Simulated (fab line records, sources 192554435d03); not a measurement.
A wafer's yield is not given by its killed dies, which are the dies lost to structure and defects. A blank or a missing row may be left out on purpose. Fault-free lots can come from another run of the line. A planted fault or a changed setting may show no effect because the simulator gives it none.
Which of the tools did it? :: flow n5_finfet :: 11 lots with 33 wafers sampled at 3 steps, on a route of 1938 steps

== WHAT THE GAUGES SHOWED, per wafer ==
N5_BEOL_M10_CD_MEAS_18: pitch 140 nm, target cd 70 nm.
lot: L075
measured: day 13 00:02
on: cd_sem-01
cd_nm (nm): 70.7 70.1 70.6

lot: L077
measured: day 13 13:26
on: cd_sem-03
cd_nm (nm): 69.9 69.8 70.6

lot: L080
measured: day 14 05:55
on: cd_sem-02
cd_nm (nm): 70.7 69.8 69.8

lot: L083
measured: day 14 15:35
on: cd_sem-01
cd_nm (nm): 69.7 70.2 69.9

lot: L084
measured: day 14 20:31
on: cd_sem-01
cd_nm (nm): 70.5 70.0 69.7

lot: L086
measured: day 15 08:58
on: cd_sem-03
cd_nm (nm): 70.2 69.7 69.2

lot: L087
measured: day 16 04:42
on: cd_sem-02
cd_nm (nm): 70.0 70.6 70.5

lot: L090
measured: day 16 10:52
on: cd_sem-01
cd_nm (nm): 70.0 70.9 70.4

lot: L093
measured: day 16 16:12
on: cd_sem-01
cd_nm (nm): 68.5 69.2 69.5

lot: L096
measured: day 17 22:38
on: cd_sem-02
cd_nm (nm): 69.3 69.9 69.5

lot: L095
measured: day 18 22:17
on: cd_sem-03
cd_nm (nm): 71.5 71.1 71.0

== WHICH TOOL RAN EACH LOT (tool, then ch and the chambers of the sampled wafers, then the start) ==
lot: L075
N5_BEOL_M10_ILD_DEP_00: pecvd-03 ch 1,2, day 12 19:57
N5_BEOL_M10_ETCH_62: rie_diel-02 ch 1,2, day 12 23:40

lot: L077
N5_BEOL_M10_ILD_DEP_00: pecvd-02 ch 0,1, day 13 10:35
N5_BEOL_M10_ETCH_62: rie_diel-04 ch 2,3, day 13 13:04

lot: L080
N5_BEOL_M10_ILD_DEP_00: pecvd-03 ch 0,2, day 14 02:50
N5_BEOL_M10_ETCH_62: rie_diel-04 ch 0,3, day 14 05:28

lot: L083
N5_BEOL_M10_ILD_DEP_00: pecvd-02 ch 0,1, day 14 11:42
N5_BEOL_M10_ETCH_62: rie_diel-02 ch 2,3, day 14 15:13

lot: L084
N5_BEOL_M10_ILD_DEP_00: pecvd-02 ch 0,1, day 14 18:17
N5_BEOL_M10_ETCH_62: rie_diel-05 ch 0,1, day 14 20:08

lot: L086
N5_BEOL_M10_ILD_DEP_00: pecvd-03 ch 0,1, day 15 07:15
N5_BEOL_M10_ETCH_62: rie_diel-04 ch 2,3, day 15 08:36

lot: L087
N5_BEOL_M10_ILD_DEP_00: pecvd-02 ch 0,1, day 16 01:11
N5_BEOL_M10_ETCH_62: rie_diel-02 ch 0,1,3, day 16 04:18

lot: L090
N5_BEOL_M10_ILD_DEP_00: pecvd-02 ch 0,1,2, day 16 05:38
N5_BEOL_M10_ETCH_62: rie_diel-04 ch 0,1, day 16 10:29

lot: L093
N5_BEOL_M10_ILD_DEP_00: pecvd-03 ch 1,2, day 16 12:47
N5_BEOL_M10_ETCH_62: rie_diel-05 ch 0,1, day 16 15:32

lot: L096
N5_BEOL_M10_ILD_DEP_00: pecvd-01 ch 0,1,2, day 17 18:54
N5_BEOL_M10_ETCH_62: rie_diel-04 ch 2,3, day 17 22:14

lot: L095
N5_BEOL_M10_ILD_DEP_00: pecvd-02 ch 0,1,2, day 18 19:01
N5_BEOL_M10_ETCH_62: rie_diel-02 ch 1,3, day 18 21:53
- N5_BEOL_M10_ILD_DEP_00: deposits SiCOH lowk from DEMS/porogen, target thk 308.51 nm, time 58 s.
- N5_BEOL_M10_ETCH_62: etches SOC in N2/H2, target depth 110 nm, overetch 22 nm, time 165 s.

== THE ANSWER, worked out from the rows above alone ==
Rule: usual is defined by the lots themselves. The widest of any qualifying gaps counts: lots, ordered by their means at a reading, are off when they make up no more than a third of the lots, leave a main group of 4 or more, and stand apart from it by 3 or more times the standard deviation of that group's means. A main group is skipped when, at the precision printed for the reading in the tables above, its means are all equal. Also off: a lot with no number at a reading for which 4 or more lots have one. Where the step has rows for the other lots, those lots are counted as sound.
None of the lots is off at any reading shown; this tells nothing.

== WHAT HAD BEEN PUT IN BY THE SIMULATOR ==
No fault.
